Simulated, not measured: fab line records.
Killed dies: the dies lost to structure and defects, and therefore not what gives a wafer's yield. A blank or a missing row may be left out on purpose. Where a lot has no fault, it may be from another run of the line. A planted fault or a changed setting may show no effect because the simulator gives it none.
fab line records | flow n5Finfet
[record] lots = 5 | wafers = 15 | lastDay = 18
route steps=1938 shown DUMMY_GATE@246 SPACER0@258 SD_EPI_N@262 PASSIVATION@1936
lots that met no fault: taken from a fault-free run of the same line
startH: the number of hours between the record's first day and the start of the first shown wafer of the lot | waitH: hours elapsed since this lot's preceding step | " same as the row above | L1.1+2: a row that stands for several wafers | - value missing, or start not given | * or withheld: withheld | < > ~ a bound
route shown NAME@n: names a module that has steps shown in the file, with the first one's number in the route | usual: mean and standard deviation over wafers with no fault | same: alike in all rows | chamber/n: place in a boat | sites: each site's reading | _std_site: the standard deviation of these | _edge_site: inner sites' mean taken away from outer sites' mean | radiusMm: how far each site lies from the wafer's centre | mask NAME#n: copy n | behind: tool/chamber where the wafer was last shaped | hold: why the lot went on hold/how many hours it stayed there/how the hold came to an end | device: the n, p or np transistor that did not switch | end of line: at the end of the route, the tests of the same wafers | step lacking rows: just its recipe | killed: at the first sort, the dies lost to defects and structure; wafer yield is something else | map: a wafer's dies, x killed, . not, _ none there
set.NAME: the setting that was run; set.NAME@STEP: the one run at that earlier step | model.NAME: the simulator's own value behind a step, which no gauge read
lots at some steps of the route; a table a step, a row a wafer
services: the hour from which a tool's chamber was out of use, counted from the record's first day as startH (under 0 if before that day), plus the number of hours and why
[[steps]]
[step N5_DUMMY_GATE_ETCH_32]
[recipe] chemistry = CF4 | target = SiO2 | targetDepthA = 35 | timeS = 3.9 | ionEnergyEv = 350 | pressureMtorr = 10 | icpW = 800 | biasW = 400 | cf4FlowSccm = 80
[step N5_DUMMY_GATE_ETCH_23]
[recipe] chemistry = HBr/Cl2/O2 | HBr_flow_sccm = 150 | Cl2_flow_sccm = 80 | O2_flow_sccm = 12 | biasW = 102 | targetDepthA = 410 | timeS = 22.3 | target = poly-Si | maskMaterial = SiO2 | pressureMtorr = 10 | icpW = 800
[step N5_DUMMY_GATE_ETCH_44]
[recipe] chemistry = HBr/O2 | overEtchFrac = 0.7 | targetDepthA = 1275 | stopOn = SiO2 | ionEnergyEv = 60 | biasW = 20 | target = poly-Si | maskMaterial = SiO2 | pressureMtorr = 20 | icpW = 400 | HBr_flow_sccm = 120 | O2_flow_sccm = 10
[step N5_DUMMY_GATE_ETCH_42]
[recipe] chemistry = CHF3/O2 | target = SiO2 | targetDepthA = 35 | timeS = 31 | ionEnergyEv = 30 | biasW = 12 | pressureMtorr = 30 | sourceW = 600 | Ar_flow_sccm = 200 | CHF3_flow_sccm = 50 | O2_flow_sccm = 5
[step N5_DUMMY_GATE_STRIP_48]
[recipe] chemistry = N2/H2 | timeS = 20 | powerW = 100 | tempC = 40 | pressureMtorr = 100 | rfFrequencyHz = 6e+07 | biasPowerW = 3 | n2FlowSccm = 300 | h2FlowSccm = 300
[step N5_DUMMY_GATE_PRECLEAN_33]
[recipe] chemistry = dHF | timeS = 10 | dilution = 750:1 | tempC = 25
[step N5_DUMMY_GATE_PRECLEAN_25]
[recipe] chemistry = O3/DIW | timeS = 45 | tempC = 22 | o3Ppm = 10
[step N5_DUMMY_GATE_PRECLEAN_51]
[recipe] chemistry = SC2 | timeS = 45 | tempC = 35 | mix = 1:1:50
[step N5_DUMMY_GATE_SRD_26]
[recipe] dry = ipaMarangoni | timeS = 30 | tempC = 23 | rinseLiquid = diw
[step N5_DUMMY_GATE_UV_OZONE_45]
[recipe] timeS = 120 | pressureTorr = 760 | tempC = 25
[step N5_SPACER0_ALD_07]
[recipe] material = SiNx | targetThkA = 20 | tempC = 400 | aldPrecursorFamily = SiH2I2 | aldCoReactant = N2/H2-plasma | pressureTorr = 2
[usual] chamberPressureTorr = 2.001/0.0046 | heaterPowerW = 857/85
lot.wafer | tool      | chamber | startH | waitH | chamberPressureTorr | heaterPowerW
L945.4    | aldSin-01 | 0       | 82.37  | 0.1   | 2.003               | 1032
L945.5    | "         | 2       | "      | "     | 1.999               | 975
L945.6    | "         | 1       | "      | "     | 2.000               | 888
L952.4    | aldSin-01 | 1       | 129.92 | 0.1   | 2.009               | 894
L952.5    | "         | 2       | "      | "     | 2.005               | 972
L952.6    | "         | 1       | "      | "     | 2.008               | 905
L953.4    | aldSin-01 | 3       | 132.94 | 0.0   | 2.001               | 729
L953.5    | "         | 1       | "      | "     | 2.002               | 884
L953.6    | "         | 0       | "      | "     | 1.993               | 997
L958.2    | aldSin-01 | 2       | 162.10 | 0.0   | 2.007               | 944
L958.3    | "         | 0       | "      | "     | 2.003               | 1006
L958.5    | "         | 3       | "      | "     | 2.001               | 744
L961.1    | aldSin-02 | 0       | 183.69 | 0.0   | 2.000               | 864
L961.4    | "         | 2       | "      | "     | 1.998               | 799
L961.6    | "         | 2       | "      | "     | 2.000               | 792
[step N5_SPACER0_ALD_00]
[recipe] material = SiOCN | targetThkA = 35 | tempC = 400 | aldPrecursorFamily = alkyl-aminosilane | aldCoReactant = O2/N2-plasma | pulseTimeS = 3 | purgeTimeS = 2 | coReactantPurgeTimeS = 2 | aldCycles = 58 | pressureTorr = 2
[step N5_SPACER0_ALD_08]
[recipe] material = SiNx | targetThkA = 20 | tempC = 400 | aldPrecursorFamily = SiH2I2 | aldCoReactant = N2/H2-plasma | pressureTorr = 2
[step N5_SPACER0_INSPECT_04]
[recipe] inspectInstrument = darkfield | mode = postDep
[usual] rawDefectCount = 142/38
lot.wafer | tool             | chamber | startH | waitH | rawDefectCount
L945.4    | defectInspect-02 | -       | 82.94  | 0.1   | 100
L945.5    | "                | -       | "      | "     | 96
L945.6    | "                | -       | "      | "     | 114
L952.4    | defectInspect-02 | -       | 130.49 | 0.1   | 1088
L952.5    | "                | -       | "      | "     | 1065
L952.6    | "                | -       | "      | "     | 1068
L953.4    | defectInspect-02 | -       | 133.50 | 0.1   | 1023
L953.5    | "                | -       | "      | "     | 928
L953.6    | "                | -       | "      | "     | 918
L958.2    | defectInspect-01 | -       | 162.66 | 0.1   | 1067
L958.3    | "                | -       | "      | "     | 997
L958.5    | "                | -       | "      | "     | 1004
L961.1    | defectInspect-02 | -       | 184.25 | 0.1   | 100
L961.4    | "                | -       | "      | "     | 170
L961.6    | "                | -       | "      | "     | 128
[step N5_SD_EPI_N_COAT_32]
[recipe] resist = SOC | tempC = 250 | timeS = 60 | spinRpm = 1500 | resistThkNm = 350
[step N5_SD_EPI_N_COAT_33]
[recipe] resist = SiARC | tempC = 220 | timeS = 60 | spinRpm = 1500 | resistThkNm = 35
[step N5_SD_EPI_N_COAT_03]
[recipe] resist = CAR-ArF-block | spinRpm = 1500 | resistThkNm = 150
[step N5_SD_EPI_N_EBR_05]
[recipe] solvent = PGMEA | ebrWidthMm = 1.5
[step N5_SD_EPI_N_SOFTBAKE_04]
[recipe] tempC = 110 | timeS = 60 | resist = CAR-ArF-block
[step N5_SD_EPI_N_EXPOSE_06]
[recipe] maskId = SD_N_BLK | na = 1.35 | sourceShape = conventional | sigmaOuter = 0.8 | polarization = unpolarized | targetCdNm = 120 | doseMj = 39.75
[step N5_SD_EPI_N_PEB_07]
[recipe] pebTempC = 110 | pebTimeS = 60 | resist = CAR-ArF-block
[step N5_SD_EPI_N_DEVELOP_08]
[recipe] developTimeS = 30 | developer = TMAH | resist = CAR-ArF-block | devTempC = 23 | rinseLiquid = diw | dry = airSpin
[step N5_SD_EPI_N_INSPECT_11]
[recipe] mode = adi | inspectInstrument = macro
[usual] rawDefectCount = 2.2/1.4
lot.wafer | tool             | chamber | startH | waitH | rawDefectCount
L945.4    | defectInspect-02 | -       | 83.27  | 0.0   | 2
L945.5    | "                | -       | "      | "     | 4
L945.6    | "                | -       | "      | "     | 1
L952.4    | defectInspect-02 | -       | 130.94 | 0.0   | >300
L952.5    | "                | -       | "      | "     | >300
L952.6    | "                | -       | "      | "     | >300
L953.4    | defectInspect-02 | -       | 133.83 | 0.0   | >300
L953.5    | "                | -       | "      | "     | >300
L953.6    | "                | -       | "      | "     | >300
L958.2    | defectInspect-02 | -       | 163.15 | 0.0   | >300
L958.3    | "                | -       | "      | "     | >300
L958.5    | "                | -       | "      | "     | >300
L961.1    | defectInspect-02 | -       | 184.70 | 0.0   | 3
L961.4    | "                | -       | "      | "     | 6
L961.6    | "                | -       | "      | "     | 4
[step N5_SD_EPI_N_DESCUM_14]
[recipe] chemistry = O2 | timeS = 7.9 | sourcePowerW = 50 | biasPowerW = 20 | pressureMtorr = 20 | rfFrequencyHz = 2.712e+07 | tempC = 40 | resist = CAR-ArF-block | o2FlowSccm = 225
[step N5_SD_EPI_N_ETCH_34]
[recipe] chemistry = CF4 | target = SiARC | targetDepthA = 455 | maskMaterial = CAR-ArF-block | timeS = 75.8 | ionEnergyEv = 80 | pressureMtorr = 40 | sourceW = 545 | biasW = 36 | Ar_flow_sccm = 100 | cf4FlowSccm = 100 | ends = cleared
[step N5_SD_EPI_N_ETCH_35]
[recipe] chemistry = N2/H2 | target = SOC | overetchA = 1080 | maskMaterial = SiARC | tempC = 40 | ionEnergyEv = 100 | sourceW = 3000 | biasW = 133 | pressureMtorr = 20 | timeS = 486 | n2FlowSccm = 200 | h2FlowSccm = 200
[step N5_SD_EPI_N_STRIP_36]
[recipe] chemistry = N2/H2 | tempC = 40 | n2FlowSccm = 200 | h2FlowSccm = 200 | rfFrequencyHz = 6e+07
[step N5_SD_EPI_N_ETCHBACK_44]
[recipe] chemistry = CH3F/O2 | mode = anisotropicEtchback | target = SiNx | targetDepthA = 145 | stopOn = SiO2 | overEtchFrac = 0.3 | ionEnergyEv = 120 | pressureMtorr = 30 | sourceW = 395 | biasW = 73 | Ar_flow_sccm = 150 | CH3F_flow_sccm = 30 | O2_flow_sccm = 20
[step N5_SD_EPI_N_ETCH_45]
[recipe] chemistry = CH3F/O2 | target = SiOCN | targetDepthA = 60 | maskMaterial = SOC | ionEnergyEv = 60 | biasW = 29 | pressureMtorr = 15 | sourceW = 410 | Ar_flow_sccm = 150 | CH3F_flow_sccm = 30 | O2_flow_sccm = 20
[step N5_SD_EPI_N_ETCH_16]
[recipe] chemistry = CHF3/O2 | target = SiO2 | targetDepthA = 50 | maskMaterial = SOC | pressureMtorr = 30 | sourceW = 650 | biasW = 170 | Ar_flow_sccm = 200 | CHF3_flow_sccm = 50 | O2_flow_sccm = 5 | ionEnergyEv = 200
[step N5_SD_EPI_N_STRIP_47]
[recipe] chemistry = CHF3/O2 | resist = SiARC | rfFrequencyHz = 6e+07
[step N5_SD_EPI_N_SD_RECESS_17]
[recipe] chemistry = HBr/Cl2/O2 | targetDepthA = 410 | maskMaterial = SOC | timeS = 23.7 | btTimeS = 3 | pressureMtorr = 10 | icpW = 800 | biasW = 112 | HBr_flow_sccm = 150 | Cl2_flow_sccm = 80 | O2_flow_sccm = 12
[step N5_SD_EPI_N_STRIP_38]
[recipe] chemistry = N2/H2 | powerW = 1000 | tempC = 250 | h2Frac = 0.65 | overashFraction = 0.3 | pressureMtorr = withheld | n2FlowSccm = 1750 | h2FlowSccm = 3250
[step N5_SD_EPI_N_WET_ETCH_43]
[recipe] chemistry = dHF | dilution = withheld | timeS = 14 | target = SiO2 | targetDepthA = 15 | tempC = 25
[step N5_SD_EPI_N_STRIP_18]
[recipe] chemistry = SPM | timeS = 750 | tempC = 130 | h2so4H2o2VolRatio = 4
[step N5_SD_EPI_N_SRD_20]
[recipe] dry = ipaMarangoni | doPpb = 5 | timeS = 30 | tempC = 23 | rinseLiquid = diw
[step N5_SD_EPI_N_PRECLEAN_48]
[recipe] chemistry = NF3:NH3 | afsCycles = 2 | tempC = 30 | timeS = 20 | sublimationTempC = 180 | sublimationTimeS = 60 | pressureTorr = 3 | rfPowerW = 30
[step N5_SD_EPI_N_VAPOR_ETCH_50]
[recipe] chemistry = HCl | target = Si | tempC = 775 | timeS = 54 | pressureTorr = 20 | mode = isotropic
[step N5_SD_EPI_N_INSPECT_26]
[recipe] inspectInstrument = darkfield | mode = postEpi
[usual] rawDefectCount = 220/49
lot.wafer | tool             | chamber | startH | waitH | rawDefectCount
L945.4    | defectInspect-01 | -       | 89.39  | 0.1   | 169
L945.5    | "                | -       | "      | "     | 200
L945.6    | "                | -       | "      | "     | 216
L952.4    | defectInspect-01 | -       | 135.85 | 0.1   | 1222
L952.5    | "                | -       | "      | "     | 1202
L952.6    | "                | -       | "      | "     | 1145
L953.4    | defectInspect-01 | -       | 138.55 | 0.1   | 1159
L953.5    | "                | -       | "      | "     | 1021
L953.6    | "                | -       | "      | "     | 1010
L958.2    | defectInspect-02 | -       | 167.24 | 0.1   | 1070
L958.3    | "                | -       | "      | "     | 1045
L958.5    | "                | -       | "      | "     | 1033
L961.1    | defectInspect-02 | -       | 189.42 | 0.1   | 207
L961.4    | "                | -       | "      | "     | 311
L961.6    | "                | -       | "      | "     | 215
[step N5_PASSIVATION_PROBE_49]
[usual] killed_at_M0_to_M3 = 34/11 | killed_at_M4_up = 13/5.2 | killedAtContacts = 13/6.3 | killedAtFrontEnd = 40/14 | killedAtOther = 3.2/2.4 | killedDies = 104/19 | killedOnRim = 14/4.2 | killedOpen = 69/14 | killedShort = 32/7.5
[same] grossDies = 1180 | killedAtBackSide = 0
lot.wafer | tool      | chamber | startH | waitH | killed_at_M0_to_M3 | killed_at_M4_up | killedAtContacts | killedAtFrontEnd | killedAtOther | killedDies | killedOnRim | killedOpen | killedShort
L945.4    | prober-01 | -       | 315.09 | 0.2   | 47                 | 16              | 9                | 29               | 5             | 106        | 14          | 70         | 33
L945.5    | prober-01 | -       | 315.14 | 0.2   | 57                 | 15              | 10               | 27               | 2             | 111        | 12          | 71         | 34
L945.6    | prober-01 | -       | 315.19 | 0.3   | 32                 | 10              | 24               | 24               | 5             | 95         | 8           | 65         | 28
L953.4    | prober-02 | -       | 347.55 | 0.2   | 31                 | 13              | 15               | 156              | 4             | 219        | 32          | 85         | 30
L953.5    | prober-02 | -       | 347.60 | 0.2   | 35                 | 14              | 14               | 166              | 3             | 232        | 30          | 100        | 35
L953.6    | prober-02 | -       | 347.65 | 0.3   | 46                 | 21              | 15               | 124              | 0             | 206        | 35          | 92         | 46
L952.4    | prober-02 | -       | 349.87 | 0.2   | 33                 | 13              | 18               | 120              | 5             | 189        | 34          | 64         | 27
L952.5    | prober-02 | -       | 349.92 | 0.2   | 26                 | 11              | 18               | 79               | 2             | 136        | 30          | 61         | 25
L952.6    | prober-02 | -       | 349.97 | 0.3   | 16                 | 6               | 11               | 127              | 2             | 162        | 21          | 47         | 23
L958.2    | prober-02 | -       | 387.42 | 0.1   | 29                 | 12              | 12               | 78               | 3             | 134        | 25          | 57         | 26
L958.3    | prober-02 | -       | 387.47 | 0.1   | 38                 | 14              | 11               | 83               | 2             | 148        | 32          | 59         | 32
L958.5    | prober-02 | -       | 387.57 | 0.2   | 30                 | 12              | 2                | 122              | 0             | 166        | 34          | 40         | 20
// killed by level:class
L945.4 BEOL_M0_SAQP:geometricParticle:open=12 BEOL_M0_SAQP:geometricParticle:short=10 BEOL_M3:geometricParticle:open=10 MOL_CONTACT_COAG:geometricParticle:open=8 BEOL_M2:geometricParticle:open=8 STI_FIN_REVEAL:geometricParticle:open=7 DUMMY_GATE:geometricParticle:open=5 STARTING-WAFER:geometricParticle:short=5
L945.5 BEOL_M2:geometricParticle:open=16 BEOL_M0_SAQP:geometricParticle:open=13 BEOL_M0_SAQP:geometricParticle:short=8 BEOL_M6:geometricParticle:open=7 STI_FIN_REVEAL:geometricParticle:open=6 MOL_CONTACT_COAG:geometricParticle:open=6 BEOL_M1:geometricParticle:open=5 BEOL_M2:geometricParticle:short=5
L945.6 MOL_CONTACT_COAG:geometricParticle:open=18 STI_FIN_REVEAL:geometricParticle:open=8 BEOL_M0_SAQP:geometricParticle:short=7 BEOL_M3:geometricParticle:open=7 STARTING-WAFER:geometricParticle:open=6 MOL_CONTACT_COAG:geometricParticle:short=6 BEOL_M0_SAQP:geometricParticle:open=6 BEOL_M1:geometricParticle:open=3
L953.4 SPACER0:unspecified=102 FIN_SAQP:geometricParticle:open=14 MOL_CONTACT_COAG:geometricParticle:open=13 STI_FIN_REVEAL:geometricParticle:open=11 BEOL_M2:geometricParticle:open=9 BEOL_M4:geometricParticle:open=8 BEOL_M0_SAQP:geometricParticle:open=6 BEOL_M0_SAQP:geometricParticle:short=6
L953.5 SPACER0:unspecified=90 STI_FIN_REVEAL:geometricParticle:open=30 FIN_SAQP:geometricParticle:open=12 MOL_CONTACT_COAG:geometricParticle:open=12 BEOL_M0_SAQP:geometricParticle:short=9 BEOL_M0_SAQP:geometricParticle:open=8 BEOL_M4:geometricParticle:open=8 STI_FIN_REVEAL:geometricParticle:short=7
L953.6 SPACER0:unspecified=64 STI_FIN_REVEAL:geometricParticle:open=15 MOL_CONTACT_COAG:geometricParticle:open=12 FIN_SAQP:geometricParticle:open=11 BEOL_M4:geometricParticle:open=10 FIN_SAQP:geometricParticle:short=9 BEOL_M2:geometricParticle:open=8 BEOL_M0:geometricParticle:open=7
L952.4 SPACER0:unspecified=93 MOL_CONTACT_COAG:geometricParticle:open=14 FIN_SAQP:geometricParticle:open=9 BEOL_M2:geometricParticle:open=7 BEOL_M4:geometricParticle:open=6 BEOL_M1:geometricParticle:open=5 BEOL_M0_SAQP:geometricParticle:short=5 STI_FIN_REVEAL:geometricParticle:open=4
L952.5 SPACER0:unspecified=50 MOL_CONTACT_COAG:geometricParticle:open=17 BEOL_M2:geometricParticle:open=8 BEOL_M4:geometricParticle:open=7 BEOL_M0_SAQP:geometricParticle:open=6 STI_FIN_REVEAL:geometricParticle:open=4 STI_FIN_REVEAL:geometricParticle:short=4 ILD0:geometricParticle:short=4
L952.6 SPACER0:unspecified=91 MOL_CONTACT_COAG:geometricParticle:open=8 BEOL_M2:geometricParticle:open=6 FIN_SAQP:geometricParticle:open=5 FIN_SAQP:geometricParticle:short=4 STI_FIN_REVEAL:geometricParticle:open=4 DUMMY_GATE:geometricParticle:open=4 BEOL_M3:geometricParticle:open=4
L958.2 SPACER0:unspecified=47 MOL_CONTACT_COAG:geometricParticle:open=8 DUMMY_GATE:geometricParticle:open=7 BEOL_M1:geometricParticle:open=7 BEOL_M3:geometricParticle:open=7 BEOL_M0_SAQP:geometricParticle:open=5 STARTING-WAFER:geometricParticle:open=5 MOL_CONTACT_COAG:geometricParticle:short=4
L958.3 SPACER0:unspecified=56 BEOL_M0_SAQP:geometricParticle:short=11 STI_FIN_REVEAL:geometricParticle:open=10 MOL_CONTACT_COAG:geometricParticle:open=9 BEOL_M0_SAQP:geometricParticle:open=7 BEOL_M1:geometricParticle:open=6 BEOL_M3:geometricParticle:open=5 BEOL_M1:geometricParticle:short=4
L958.5 SPACER0:unspecified=102 BEOL_M0_SAQP:geometricParticle:open=7 BEOL_M1:geometricParticle:open=6 FIN_SAQP:geometricParticle:short=5 BEOL_M3:geometricParticle:open=4 DUMMY_GATE:geometricParticle:open=3 GATE_CUT:geometricParticle:short=3 BEOL_M2:geometricParticle:open=3
// map L952.4 (x killed, . not)
_________________.x..........________________
______________.................._____________
___________........................__________
__________...........x...........x.._________
________...x...........x.............._______
_______................................______
______......x..........................x_____
_____xx.............x...................x____
____........x...........x.....x...........___
___........................................__
___.......x.........x.x..........xx.......x__
__..x...x.........................x.x......._
__..........x................x.......xx...x._
_........x.....x...x....................x....
_........x...x.....x........x...x............
_.....x..............x..............x.x......
_x......x.x.............................x....
_............................................
_..........x...........x............x...x...x
_x..........x............................xx..
_......x.xx.x...................xx..x........
__x........................................._
__...................x....x.....x..xx.x...x._
___.....x.........x.....x..................__
___.x..x.........x.....x...x......x.x......__
____.........xxx.x.................x.....x___
_____.....x..xxx.xxx..x.....x....x.......____
______.....xxxxxxxxx.xxxx..........x.x.._____
_______..x..xxxxxxxxxxx.....x..........______
________..xxxxxxxxxxxxx.x....x....x..._______
__________xxxxxxxxxxxxxx.....x......_________
___________xxxxxxxxxxxxx...........__________
______________xxxxxxxxxxx......._____________
_________________xxxxxxxxxx..________________
// map L953.5 (x killed, . not)
_________________....x..x..xx________________
______________.................._____________
___________.x..x...........x....xx.__________
__________...............x.........._________
________.......x........x...x......x.._______
_______.................x..x...........______
______.............x.....x.x...xx.x....._____
_____..................x................x____
____......................x..x............___
___...............x...x....................__
___..x...x....x..x.x.x..........x.x........__
__..x..x.........................x.........._
__....xxx.x................................._
_....x.....x.....xx...x......x...x..x..x.....
_........x..x......x......x...........x......
_....xx..xx............x..x...x...x.........x
_................x.x...x............xx.......
_...........x....x.......x....x....xx...x....
_.....x....x..x.x..................x...x.x...
_.................x....................x.x...
_..............................x..x.x.....x..
__..xxx.x.xx...x..x............x...x........_
__................x....x........x.....xx..x._
___..............x.........x..x....x.......__
___.......x.............x......x........x..__
____..x.........x.x.x....x..x...x..x......___
_____..x...x..xx....xxxxx.............x..____
______..xx.xxxxxxxxxxxx....x....xx......_____
_______....xxxxxxxxxxxxx...x...x..x....______
________x.x.xxxxxxxxxxx.xx...x........_______
__________.xxxxxxxxxxxxxxx.........._________
___________xxxxxxxxxxxxx......x....__________
______________xxxxxxxxxxx.x....._____________
_________________xxxxxxxx....________________
[[services]]
tool      | chamber | startH | hours | kind
aldSin-02 | -       | 75.70  | 0.6   | repair
aldSin-01 | -       | 85.29  | 14.0  | pm
aldSin-01 | 0       | 85.29  | 14.0  | ventCycle
aldSin-01 | 1       | 85.29  | 14.0  | ventCycle
aldSin-01 | 2       | 85.29  | 14.0  | ventCycle
aldSin-01 | 3       | 85.29  | 14.0  | ventCycle
aldSin-01 | 0       | 99.29  | -     | clean
aldSin-01 | 1       | 99.29  | -     | clean
aldSin-01 | 2       | 99.29  | -     | clean
aldSin-01 | 3       | 99.29  | -     | clean
aldSin-02 | 0       | 109.50 | 4.8   | repair
[[key]]
[firstSign] step = N5_SPACER0_INSPECT_04 | reading = rawDefectCount | direction = up | sigmas = 23 | usual = 142 | struck = 1018
[effect] step = N5_SD_EPI_N_INSPECT_11 | reading = rawDefectCount | direction = up | sigmas = 99+ | usual = 2.2 | struck = >300
[effect] step = N5_SD_EPI_N_INSPECT_26 | reading = rawDefectCount | direction = up | sigmas = 18 | usual = 220 | struck = 1101
[effect] step = N5_PASSIVATION_PROBE_49 | reading = killedAtFrontEnd | direction = up | sigmas = 5.7 | usual = 40 | struck = 117
[moreKillsBornAt] N5_SPACER0_ALD_07@aldSin-01 = 695
metAt N5_SPACER0_ALD_07
struckWafers L952.4,L952.5,L952.6,L953.4,L953.5,L953.6,L958.2,L958.3,L958.5
testerLeftOut L952,L953,L958
onsetBetween 82.37 129.92
[fault] kind = chamberParticleSource | tool = aldSin-01 | chamber = - | onsetH = 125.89 | steps = N5_SPACER0_ALD_07 | ratePerVisitCm2 = 1.3603 | endH = 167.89
// testerLeftOut: of these lots the tester's yield and bins aren't shown, on N5 and GAA mostly nor the transistor test; their killed dies are dies lost to structure and defects alone, not to doping, threshold or leakage, so they don't give the yield
